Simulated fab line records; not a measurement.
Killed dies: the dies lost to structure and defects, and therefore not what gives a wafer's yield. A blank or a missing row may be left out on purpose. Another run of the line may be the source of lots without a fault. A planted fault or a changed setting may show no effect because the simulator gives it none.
Which tool did it? + flow n5_finfet + 10 lots (30 wafers sampled), 1 step of a 1938-step route

== WHAT EACH GAUGE READ, for each wafer ==
N5_BEOL_M7_THK_MEAS_01.
| lot  | measured     | on            | M7_ILD_THK (nm)   |
|------|--------------|---------------|-------------------|
| L558 | day 9 03:37  | film_metro-01 | 157.4 156.2 157.2 |
| L560 | day 10 04:29 | film_metro-01 | 153.1 150.2 154.3 |
| L562 | day 10 14:40 | film_metro-02 | 153.5 157.2 154.9 |
| L564 | day 11 04:21 | film_metro-01 | 154.9 157.5 154.6 |
| L567 | day 12 14:13 | film_metro-01 | 156.8 156.1 156.5 |
| L570 | day 13 05:00 | film_metro-02 | 155.3 151.4 153.3 |
| L573 | day 13 06:17 | film_metro-02 | 154.1 156.9 157.1 |
| L574 | day 13 08:12 | film_metro-02 | 152.0 153.3 155.4 |
| L578 | day 14 13:23 | film_metro-01 | 152.1 154.8 158.2 |
| L580 | day 15 11:59 | film_metro-01 | 154.9 152.5 157.1 |

== TOOL THAT RAN EACH LOT (tool first, then ch and the chambers of the sampled wafers, then the start) ==
Record: no process step prior to these readings.

== THE ANSWER, worked out from the rows above alone ==
Rule: what is usual is taken from the lots themselves. Put in order of their means at a reading, lots are off if they are a third of the lots or fewer, leave a main group of 4 or more, and stand apart from it by a gap of 3 or more times the standard deviation of the main group's means; of several such gaps the widest counts. A main group is skipped when, at the precision printed for the reading in the tables above, its means are all equal. A lot without any number at a reading at which 4 lots or more have one is off too. Where the step has rows for the other lots, those lots are counted as sound.
No lot is off at any reading shown: from this, nothing can be told.

== WHAT HAD BEEN PUT IN BY THE SIMULATOR ==
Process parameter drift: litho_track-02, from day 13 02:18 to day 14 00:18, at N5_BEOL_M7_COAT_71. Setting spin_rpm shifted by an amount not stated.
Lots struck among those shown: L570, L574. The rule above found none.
